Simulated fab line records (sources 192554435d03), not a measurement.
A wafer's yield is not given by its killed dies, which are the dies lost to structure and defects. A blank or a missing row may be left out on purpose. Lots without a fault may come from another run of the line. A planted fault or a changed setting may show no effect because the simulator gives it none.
Matching of chambers :: flow n5_finfet :: N5_BEOL_M11_CURE_72 on uv_cure-01: 3 sister chambers
The step cures SiCOH lowk, time 120 s. 6 wafers are shown with their chamber, then 10 later ones without.

EACH WAFER AND ITS CHAMBER
wafer: L081.1
chamber: 0
wafer_temp_C_max: 372.8
lamp_power_pct (%): 52.27

wafer: L081.6
chamber: 0
wafer_temp_C_max: 371.7
lamp_power_pct (%): 52.37

wafer: L089.2
chamber: 1
wafer_temp_C_max: 371.7
lamp_power_pct (%): 52.30

wafer: L089.6
chamber: 1
wafer_temp_C_max: 372.3
lamp_power_pct (%): 52.25

wafer: L093.1
chamber: 2
wafer_temp_C_max: 372.0
lamp_power_pct (%): 52.36

wafer: L093.2
chamber: 2
wafer_temp_C_max: 372.2
lamp_power_pct (%): 52.28

WAFERS MISSING THEIR CHAMBER
wafer: L093.5
wafer_temp_C_max: 372.3
lamp_power_pct (%): 52.39

wafer: L095.1
wafer_temp_C_max: 371.7
lamp_power_pct (%): 52.29

wafer: L095.3
wafer_temp_C_max: 371.4
lamp_power_pct (%): 52.39

wafer: L095.6
wafer_temp_C_max: 371.5
lamp_power_pct (%): 52.25

wafer: L097.1
wafer_temp_C_max: 371.8
lamp_power_pct (%): 52.24

wafer: L097.4
wafer_temp_C_max: 372.6
lamp_power_pct (%): 52.33

wafer: L097.6
wafer_temp_C_max: 373.2
lamp_power_pct (%): 52.30

wafer: L096.2
wafer_temp_C_max: 372.0
lamp_power_pct (%): 52.30

wafer: L096.5
wafer_temp_C_max: 371.4
lamp_power_pct (%): 52.29

wafer: L096.6
wafer_temp_C_max: 371.6
lamp_power_pct (%): 52.37

WHICH CHAMBER EACH WENT THROUGH
wafer: L093.5
from the rows above: can't be placed: 0 or 2 or 1
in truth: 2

wafer: L095.1
from the rows above: can't be placed: 1 or 2 or 0
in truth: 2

wafer: L095.3
from the rows above: can't be placed: 2 or 0 or 1
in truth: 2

wafer: L095.6
from the rows above: can't be placed: 1 or 2 or 0
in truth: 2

wafer: L097.1
from the rows above: can't be placed: 1 or 2 or 0
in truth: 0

wafer: L097.4
from the rows above: can't be placed: 0 or 2 or 1
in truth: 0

wafer: L097.6
from the rows above: can't be placed: 0 or 2 or 1
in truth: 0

wafer: L096.2
from the rows above: can't be placed: 2 or 1 or 0
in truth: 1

wafer: L096.5
from the rows above: can't be placed: 1 or 2 or 0
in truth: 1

wafer: L096.6
from the rows above: can't be placed: 2 or 0 or 1
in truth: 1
Placed correctly: 0 of 10. Unplaceable from these rows: 10, with the true chamber sitting among the candidates in 10. Wrongly placed: 0.
How it was worked out, from the rows above alone: a wafer's distance from a chamber is the root of the sum, over the readings, of the square of ((its reading less the chamber's mean) divided by the reading's scatter). The wafer belongs to the nearest chamber; if the next one is less than 2 further off, it can't be placed. For every chamber, the mean is computed from those of its wafers that are shown. The scatter: the root of (the sum of the squares of (reading less its chamber's mean) over the shown wafers, divided by (wafers less chambers)).
